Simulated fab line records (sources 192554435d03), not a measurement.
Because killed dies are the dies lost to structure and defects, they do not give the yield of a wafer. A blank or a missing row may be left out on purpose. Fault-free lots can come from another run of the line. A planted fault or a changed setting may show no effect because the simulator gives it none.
fab line records | flow n5-finfet
record: lots: 4 | wafers: 12 | last-day: 17
route steps=1938 shown SD_EPI_N@276 SD_EPI_P@295 BEOL_M4@1111
lots untouched by any fault: they come from a run of this same line in which no faults occurred
start-h: hours from the record's opening day to when the first of the lot's shown wafers began | wait-h: time in hours since the lot's previous step | " as in the row above | L1.1+2: a row that stands for several wafers | - either no value or no given start | * or withheld: withheld | < > ~ a bound
route shown NAME@n: a module of which the file shows steps, and the number in the route of the first | usual: the fault-free wafers' mean and standard deviation | same: alike in all rows | chamber/n: place in a boat | sites: each site's reading | _std_site: standard deviation across them | _edge_site: mean of outer sites minus mean of inner sites | radius-mm: for every site, how far away it sits from the centre of the wafer | mask NAME#n: copy n | behind: the last tool/chamber to shape the wafer | hold: the reason the lot was held/the length of the hold in hours/how it ended | device: the n, p or np transistor that did not switch | end of line: at the end of the route, the tests of the same wafers | a step given without rows: its recipe and nothing more | killed: at the first sort, the dies lost to defects and structure; wafer yield is something else | map: dies across one wafer; x = killed, . = not, _ = none there
set.NAME: the setting as run; set.NAME@STEP: as run at that earlier step | model.NAME: the simulator's own value behind a step, which no gauge read
lots seen at some steps along the route; tables by step, rows by wafer
services: from which hour (start-h, from the record's first day; less than 0 if before it) a tool's chamber was out of use, for how many hours, and why
== steps ==
step: N5_SD_EPI_N_STRIP_36
recipe: chemistry: N2/H2 | temp-c: 40 | n2-flow-sccm: 200 | h2-flow-sccm: 200 | rf-frequency-hz: 6e+07
step: N5_SD_EPI_N_ETCHBACK_44
recipe: chemistry: CH3F/O2 | mode: anisotropic-etchback | target: SiNx | target-depth-a: 145 | stop-on: SiO2 | over-etch-frac: 0.3 | ion-energy-ev: 120 | pressure-mtorr: 30 | source-w: 395 | bias-w: 73 | Ar_flow_sccm: 150 | CH3F_flow_sccm: 30 | O2_flow_sccm: 20
step: N5_SD_EPI_N_ETCH_45
recipe: chemistry: CH3F/O2 | target: SiOCN | target-depth-a: 60 | mask-material: SOC | ion-energy-ev: 60 | bias-w: 29 | pressure-mtorr: 15 | source-w: 410 | Ar_flow_sccm: 150 | CH3F_flow_sccm: 30 | O2_flow_sccm: 20
step: N5_SD_EPI_N_ETCH_16
recipe: chemistry: CHF3/O2 | target: SiO2 | target-depth-a: 50 | mask-material: SOC | pressure-mtorr: 30 | source-w: 650 | bias-w: 170 | Ar_flow_sccm: 200 | CHF3_flow_sccm: 50 | O2_flow_sccm: 5 | ion-energy-ev: 200
step: N5_SD_EPI_N_STRIP_47
recipe: chemistry: CHF3/O2 | resist: SiARC | rf-frequency-hz: 6e+07
step: N5_SD_EPI_N_SD_RECESS_17
recipe: chemistry: HBr/Cl2/O2 | target-depth-a: 410 | mask-material: SOC | time-s: 23.7 | bt-time-s: 3 | pressure-mtorr: 10 | icp-w: 800 | bias-w: 112 | HBr_flow_sccm: 150 | Cl2_flow_sccm: 80 | O2_flow_sccm: 12
step: N5_SD_EPI_N_STRIP_38
recipe: chemistry: N2/H2 | power-w: 1000 | temp-c: 250 | h2-frac: 0.65 | overash-fraction: 0.3 | pressure-mtorr: withheld | n2-flow-sccm: 1750 | h2-flow-sccm: 3250
step: N5_SD_EPI_N_WET_ETCH_43
recipe: chemistry: dHF | dilution: withheld | time-s: 14 | target: SiO2 | target-depth-a: 15 | temp-c: 25
step: N5_SD_EPI_N_STRIP_18
recipe: chemistry: SPM | time-s: 750 | temp-c: 130 | h2so4-h2o2-vol-ratio: 4
step: N5_SD_EPI_N_SRD_20
recipe: dry: ipa-marangoni | do-ppb: 5 | time-s: 30 | temp-c: 23 | rinse-liquid: diw
step: N5_SD_EPI_N_PRECLEAN_48
recipe: chemistry: NF3:NH3 | afs-cycles: 2 | temp-c: 30 | time-s: 20 | sublimation-temp-c: 180 | sublimation-time-s: 60 | pressure-torr: 3 | rf-power-w: 30
step: N5_SD_EPI_N_VAPOR_ETCH_50
recipe: chemistry: HCl | target: Si | temp-c: 775 | time-s: 54 | pressure-torr: 20 | mode: isotropic
step: N5_SD_EPI_N_EPI_21
recipe: material: Si:P | dopant: P | temp-c: 680 | pressure-torr: 255 | time-s: 690
usual: epi-growth-time-s: 690/0
lot.wafer | tool         | chamber | start-h | wait-h | epi-growth-time-s | model.Si-P_of_SD_EPI_N_EPI_21.thk-nm
L461.2    | epi-rpcvd-04 | 0       | 129.86  | 0.4    | 690               | 58.8
L461.3    | "            | 0       | "       | "      | 690               | 58.2
L461.4    | "            | 0       | "       | "      | 690               | 57.8
L463.1    | epi-rpcvd-04 | 0       | 142.31  | 0.1    | 666.17            | 58
L463.3    | "            | 0       | "       | "      | 666.17            | 58
L463.6    | "            | 0       | "       | "      | 690               | 58.6
L466.1    | epi-rpcvd-04 | 0       | 158.33  | 0.3    | 666.17            | 57.6
L466.5    | "            | 0       | 160.32  | 2.0    | 690               | 59.2
L466.6    | "            | 0       | "       | "      | 690               | 59
L470.2    | epi-rpcvd-02 | 0       | 183.87  | 0.4    | 690               | 58.4
L470.5    | "            | 0       | "       | "      | 690               | 59.4
L470.6    | "            | 0       | "       | "      | 690               | 58.8
step: N5_SD_EPI_N_PRECLEAN_24
recipe: chemistry: O3/DIW | time-s: 60 | temp-c: 22 | o3-ppm: 10
step: N5_SD_EPI_N_SRD_25
recipe: time-s: 30 | temp-c: 23 | rinse-liquid: diw | dry: ipa-marangoni
step: N5_SD_EPI_N_PRECLEAN_49
recipe: chemistry: NF3:NH3 | afs-cycles: 1 | temp-c: 30 | time-s: 20 | sublimation-temp-c: 180 | sublimation-time-s: 60 | pressure-torr: 3 | rf-power-w: 30
step: N5_SD_EPI_N_LINER_46
recipe: material: SiNx | target-thk-a: 30 | temp-c: 400 | ald-precursor-family: SiH2I2 | ald-co-reactant: N2/H2-plasma | pressure-torr: 2
step: N5_SD_EPI_P_COAT_34
recipe: resist: SOC | temp-c: 250 | time-s: 60 | spin-rpm: 1500 | resist-thk-nm: 350
step: N5_SD_EPI_P_COAT_35
recipe: resist: SiARC | temp-c: 220 | time-s: 60 | spin-rpm: 1500 | resist-thk-nm: 35
step: N5_SD_EPI_P_COAT_03
recipe: resist: CAR-ArF-block | spin-rpm: 1500 | resist-thk-nm: 150
step: N5_SD_EPI_P_EBR_05
recipe: solvent: PGMEA | ebr-width-mm: 1.5
step: N5_SD_EPI_P_SOFTBAKE_04
recipe: temp-c: 110 | time-s: 60 | resist: CAR-ArF-block
step: N5_SD_EPI_P_EXPOSE_06
recipe: mask-id: SD_P_BLK | na: 1.35 | source-shape: conventional | sigma-outer: 0.8 | polarization: unpolarized | target-cd-nm: 240 | dose-mj: 39.5
step: N5_SD_EPI_P_PEB_07
recipe: peb-temp-c: 110 | peb-time-s: 60 | resist: CAR-ArF-block
step: N5_SD_EPI_P_DEVELOP_08
recipe: develop-time-s: 30 | developer: TMAH | resist: CAR-ArF-block | dev-temp-c: 23 | rinse-liquid: diw | dry: air-spin
step: N5_SD_EPI_P_DESCUM_14
recipe: chemistry: O2 | time-s: 7.9 | source-power-w: 50 | bias-power-w: 20 | pressure-mtorr: 20 | rf-frequency-hz: 2.712e+07 | temp-c: 40 | resist: CAR-ArF-block | o2-flow-sccm: 225
step: N5_SD_EPI_P_ETCH_36
recipe: chemistry: CF4 | target: SiARC | target-depth-a: 455 | mask-material: CAR-ArF-block | time-s: 75.8 | ion-energy-ev: 80 | pressure-mtorr: 40 | source-w: 545 | bias-w: 36 | Ar_flow_sccm: 100 | cf4-flow-sccm: 100 | ends: cleared
step: N5_SD_EPI_P_ETCH_37
recipe: chemistry: N2/H2 | target: SOC | overetch-a: 1080 | mask-material: SiARC | temp-c: 40 | ion-energy-ev: 100 | source-w: 3000 | bias-w: 133 | pressure-mtorr: 20 | time-s: 486 | n2-flow-sccm: 200 | h2-flow-sccm: 200 | ends: end-point
step: N5_SD_EPI_P_STRIP_38
recipe: chemistry: N2/H2 | temp-c: 40 | n2-flow-sccm: 200 | h2-flow-sccm: 200 | rf-frequency-hz: 6e+07
step: N5_SD_EPI_P_ETCHBACK_46
recipe: chemistry: CH3F/O2 | mode: anisotropic-etchback | target: SiNx | target-depth-a: 175 | stop-on: SiO2 | over-etch-frac: 0.3 | ion-energy-ev: 120 | pressure-mtorr: 30 | source-w: 395 | bias-w: 73 | Ar_flow_sccm: 150 | CH3F_flow_sccm: 30 | O2_flow_sccm: 20
step: N5_SD_EPI_P_ETCH_47
recipe: chemistry: CH3F/O2 | target: SiOCN | target-depth-a: 250 | mask-material: SOC | ion-energy-ev: 60 | bias-w: 29 | pressure-mtorr: 30 | source-w: 410 | Ar_flow_sccm: 150 | CH3F_flow_sccm: 30 | O2_flow_sccm: 20
step: N5_SD_EPI_P_ETCH_16
recipe: chemistry: CHF3/O2 | target: SiO2 | target-depth-a: 50 | mask-material: SOC | pressure-mtorr: 30 | source-w: 650 | bias-w: 170 | Ar_flow_sccm: 200 | CHF3_flow_sccm: 50 | O2_flow_sccm: 5 | ion-energy-ev: 200
step: N5_SD_EPI_P_STRIP_50
recipe: chemistry: CHF3/O2 | resist: SiARC | rf-frequency-hz: 6e+07
step: N5_SD_EPI_P_SD_RECESS_17
recipe: chemistry: HBr/Cl2/O2 | target-depth-a: 391 | bt-time-s: 3 | pressure-mtorr: 10 | icp-w: 800 | bias-w: 112 | HBr_flow_sccm: 150 | Cl2_flow_sccm: 80 | O2_flow_sccm: 12
step: N5_SD_EPI_P_WET_ETCH_45
recipe: chemistry: dHF | dilution: withheld | time-s: 10.7 | target: SiO2 | target-depth-a: 20 | temp-c: 25 | dry: ipa-marangoni | rinse-time-s: 30 | rinse-temp-c: 23
step: N5_SD_EPI_P_STRIP_40
recipe: chemistry: N2/H2 | power-w: 1000 | temp-c: 250 | h2-frac: 0.65 | overash-fraction: 0.3 | pressure-mtorr: withheld | n2-flow-sccm: 1750 | h2-flow-sccm: 3250
step: N5_SD_EPI_P_PRECLEAN_52
recipe: chemistry: O3/DIW | time-s: 60 | temp-c: 22 | o3-ppm: 10
step: N5_SD_EPI_P_PRECLEAN_24
recipe: chemistry: O3/DIW | time-s: 45 | temp-c: 22 | o3-ppm: 10
usual: bath-heat-duty-pct: 2.4/0.43
lot.wafer | tool         | chamber | start-h | wait-h | bath-heat-duty-pct | model.Si-P_of_SD_EPI_N_EPI_21.thk-nm
L461.2    | wet-bench-02 | 5       | 136.82  | 0.0    | 2.4                | 58
L461.3    | "            | 6       | "       | "      | 2.5                | 57.4
L461.4    | "            | 3       | "       | "      | 2.3                | 57
L463.1    | wet-bench-03 | 5       | 148.91  | 0.0    | 2.3                | 57.2
L463.3    | "            | 6       | "       | "      | 2.8                | 57.2
L463.6    | "            | 7       | "       | "      | 2.4                | 57.8
L466.1    | wet-bench-06 | 6       | 166.95  | 0.0    | 2.2                | 56.8
L466.5    | "            | 4       | "       | "      | 3.7                | 58.4
L466.6    | "            | 3       | "       | "      | 2.6                | 58.2
L470.2    | wet-bench-06 | 2       | 190.92  | 0.0    | 2.8                | 57.6
L470.5    | "            | 0       | "       | "      | 2.8                | 58.6
L470.6    | "            | 6       | "       | "      | 2.8                | 58
step: N5_BEOL_M4_RC_MEAS_101
usual: DIBL_N: 36.9/1.6 | DIBL_P: 37.1/2 | IOFF_N: 0.17/0.032 | IOFF_P: 0.22/0.036 | ION_N: 674/12 | ION_P: 463/7.8 | SS_N: 71.7/0.63 | SS_P: 73.5/0.62 | VT_N: 249/3.3 | VT_P: -250/3.5
lot.wafer | tool      | chamber | start-h | wait-h | DIBL_N[mV/V] | DIBL_P[mV/V] | IOFF_N[nA/um] | IOFF_P[nA/um] | ION_N[uA/um] | ION_P[uA/um] | SS_N[mV/dec] | SS_P[mV/dec] | VT_N[mV] | VT_P[mV]
L461.2    | prober-01 | 0       | 241.92  | 0.2    | 38.4         | 37.4         | 0.19          | 0.23          | 679          | 460          | 71.6         | 73.7         | 246      | -250
L461.3    | "         | 0       | "       | "      | 36.9         | 36.4         | 0.16          | 0.19          | 668          | 456          | 71.8         | 73.2         | 251      | -251
L461.4    | "         | 0       | "       | "      | 37.7         | 37.3         | 0.18          | 0.23          | 670          | 458          | 72.3         | 73.4         | 248      | -253
L463.1    | prober-01 | 0       | 257.27  | 0.0    | 33.9         | 35.5         | 0.14          | 0.19          | 666          | 462          | 70.4         | 73.1         | 250      | -250
L463.3    | "         | 0       | "       | "      | 37.8         | 39.3         | 0.21          | 0.25          | 685          | 468          | 71.9         | 74.0         | 244      | -246
L463.6    | "         | 0       | "       | "      | 38.2         | 39.2         | 0.21          | 0.24          | 682          | 462          | 72.3         | 74.1         | 248      | -248
L466.1    | prober-01 | 0       | 280.04  | 0.0    | 37.0         | 36.8         | 0.18          | 0.27          | 682          | 479          | 71.4         | 73.8         | 246      | -244
L466.5    | "         | 0       | "       | "      | 36.4         | 36.7         | 0.18          | 0.27          | 687          | 477          | 71.7         | 73.9         | 246      | -245
L466.6    | "         | 0       | "       | "      | 38.6         | 37.2         | 0.21          | 0.28          | 686          | 472          | 72.9         | 74.7         | 245      | -245
L470.2    | prober-01 | 0       | 302.28  | 0.2    | 35.2         | 34.0         | 0.14          | 0.24          | 670          | 467          | 71.5         | 73.5         | 250      | -246
L470.5    | "         | 0       | "       | "      | 37.1         | 35.2         | 0.17          | 0.25          | 688          | 475          | 71.8         | 73.7         | 250      | -246
L470.6    | "         | 0       | "       | "      | 37.9         | 35.5         | 0.19          | 0.26          | 680          | 469          | 72.2         | 73.1         | 246      | -245
== services ==
tool         | chamber | start-h | hours | kind
wet-bench-06 | -       | 129.06  | 1.3   | repair
epi-rpcvd-02 | -       | 188.05  | 2.8   | pm
wet-bench-03 | -       | 189.02  | 1.9   | pm
== key ==
first-sign: step: N5_SD_EPI_N_EPI_21 | reading: epi-growth-time-s | direction: down | sigmas: 99+ | usual: * | struck: *
effect none on later readings
model-effect: step: N5_SD_EPI_N_EPI_21 | value: Si-P_of_SD_EPI_N_EPI_21.thk-nm | without: 59.27 | struck: 57.87
model-effect: step: N5_SD_EPI_P_PRECLEAN_24 | value: Si-P_of_SD_EPI_N_EPI_21.thk-nm | without: 58.47 | struck: 57.07
met-at N5_SD_EPI_N_EPI_21
struck-wafers L463.1,L463.3,L466.1
onset-between 129.86 142.31
fault: kind: process-parameter-drift | tool: epi-rpcvd-04 | chamber: - | onset-h: 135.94 | steps: N5_SD_EPI_N_EPI_21 | channel: epi-growth-time-s | offset: * | shape: step | end-h: 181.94 | scope: struck-wafers-only | acts-in: * | stated: *
